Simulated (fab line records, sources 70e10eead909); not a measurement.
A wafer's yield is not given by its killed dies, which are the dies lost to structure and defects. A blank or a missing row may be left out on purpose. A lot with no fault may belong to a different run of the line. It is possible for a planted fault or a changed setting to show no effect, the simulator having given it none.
Code-filled problem report in 8D (eight disciplines) form + flow nand_harc + the parts of the form that need people (team, actions taken, sign-off) are left out

1. WHAT WENT WRONG
killed_at_array at NHARC_END_SORT_01 reads a mean of 673 on 3 wafers of 3 lots; wafers without a fault read 29 with a standard deviation of 10. Relative to the usual mean, that is a shift of +64 standard deviations.
The first sign was on wafer L387.6 at day 24 09:46, on prober-01. At this step, 7 wafers from 3 lots have a number in the record. Rule for "out" (also "out of limits"): further than 4 standard deviations from the usual mean. The rest of the wafers with a number are treated as sound.

2. WHAT IT IS AND WHAT IT IS NOT
| question                    | is                           | is not                                                                  |
|-----------------------------|------------------------------|-------------------------------------------------------------------------|
| which readings at this step | killed_at_array, killed_dies | killed_at_other, killed_at_periphery, killed_open, killed_short         |
| which lots                  | L387, L390, L391             | -                                                                       |
| which wafers of those lots  | L387.6, L390.1, L391.1       | L387.5, L390.4, L391.3, L391.4                                          |
| read on which gauges        | prober-01                    | -                                                                       |
| when                        | from day 24 09:46            | up to then (1 sound wafer); but 3 sound wafers of L390, L391 came after |

3. THE SUSPECTS, EACH WITH WHAT RULES IT OUT
Counting: a tool at a process step up to the reading stays a suspect if it ran every lot that is out. Sound lots after the first of them don't rule it out here, since some wafers of a struck lot are sound.
- the gauge at NHARC_END_SORT_01: ruled out. All the wafers that are out were read on prober-01, but those of them that NHARC_A_STAIRCASE_ETCH_232 has rows for are out there too, on other tools.
- rie_diel-02 at NHARC_A_STAIRCASE_ETCH_232 (etches the open film in C4F8/O2, target depth 100 nm, time 40.5 s): kept. It ran every lot that is out, first L390 (day 15 16:49). On those wafers its own readings are out: oes_product_au.
- rie_diel-02 at NHARC_A_STAIRCASE_ETCH_234 (etches the open film in C4F8/O2, target depth 100 nm, time 40.5 s): kept. It ran every lot that is out, first L387 (day 24 08:58). NHARC_A_STAIRCASE_ETCH_234 gives no start for some lots, so the hours and the order of its lots are those of NHARC_END_SORT_01.
After counting, rie_diel-02 at NHARC_A_STAIRCASE_ETCH_232 and rie_diel-02 at NHARC_A_STAIRCASE_ETCH_234 remain.

4. THE CAUSE (what the simulator had put in)
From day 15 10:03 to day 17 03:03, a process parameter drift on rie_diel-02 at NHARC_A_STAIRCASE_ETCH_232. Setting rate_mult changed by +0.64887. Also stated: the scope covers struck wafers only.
Counting leaves 2 suspects; this tool is one of them.

5. THE EFFECT CHAIN, in route order
Each row: a reading whose mean over the struck wafers that have a number lies more than 3 standard deviations from the usual. Only readings whose record carries a usual standard deviation are examined. hours: median over the lots of the time between each lot's start at the first step of this table that gives one and its start at this step. sigmas: the change, counted in usual standard deviations.
| hours | step                       | reading         | usual      | on struck wafers | change | sigmas |
|-------|----------------------------|-----------------|------------|------------------|--------|--------|
| 0     | NHARC_A_STAIRCASE_ETCH_232 | oes_product_au  | 0.937 a.u. | 1.288            | +0.351 | +25    |
| 214   | NHARC_END_SORT_01          | killed_at_array | 29         | 673              | +644   | +64    |
| 214   | NHARC_END_SORT_01          | killed_dies     | 33         | 677              | +644   | +59    |
The process steps in it:
- NHARC_A_STAIRCASE_ETCH_232: etches the open film in C4F8/O2, target depth 100 nm, time 40.5 s.

6. HOW IT WOULD HAVE BEEN CAUGHT EARLIER
In this record the first reading out of limits at a measuring or inspecting step was taken at day 24 09:46, 216 hours after the fault began at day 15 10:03.
At NHARC_A_STAIRCASE_ETCH_232, the tool's own readings (oes_product_au) were out on each struck wafer the step has a row for, so an alarm limit on them would have fired on the first such wafer.
Lots out: 3; all had begun NHARC_A_STAIRCASE_ETCH_232 on rie_diel-02 by day 24 09:46. A hold on the tool at that time would have spared none of them.
